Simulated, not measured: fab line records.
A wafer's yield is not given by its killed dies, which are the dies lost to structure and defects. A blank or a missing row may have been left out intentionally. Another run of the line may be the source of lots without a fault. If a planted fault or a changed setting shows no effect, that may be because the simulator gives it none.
Chamber matching	flow n5-finfet	N5_BEOL_M8_DESCUM_33 on rie-diel-04 has 4 sister chambers
The step chemistry O2, time 7 s. 4 wafers are shown with their chamber, then 8 later ones without.

## EACH WAFER AND ITS CHAMBER
wafer	chamber	showerhead-plenum-p-Torr (Torr)
L084.5	3	2.13
L087.4	2	2.07
L087.6	1	2.13
L093.3	0	2.05

## WAFERS WITH NO CHAMBER GIVEN
wafer	showerhead-plenum-p-Torr (Torr)
L093.5	2.13
L093.6	2.05
L097.1	2.13
L097.2	2.04
L097.6	2.13
L094.1	2.06
L094.2	2.04
L094.6	2.06

## WHICH CHAMBER EACH ONE RAN IN
wafer	from the rows above	in truth
L093.5	can't be placed: 1 or 3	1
L093.6	0	0
L097.1	can't be placed: 1 or 3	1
L097.2	0	0
L097.6	can't be placed: 1 or 3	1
L094.1	can't be placed: 2 or 0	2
L094.2	0	0
L094.6	can't be placed: 2 or 0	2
3 of 8 placed correctly. These rows do not allow placing 5 (true chamber among the candidates in 5). Wrongly placed: 0.
How it was worked out, from the rows above alone: a wafer's distance from a chamber is the root of the sum, over the readings, of the square of ((its reading less the chamber's mean) divided by the reading's scatter). The wafer belongs to the nearest chamber; if the next one is less than 2 further off, it can't be placed. A chamber's mean is the mean of its shown wafers. The scatter: with one shown wafer a chamber, the root of the mean of the squares of how far each hidden wafer lies from its nearest shown one.
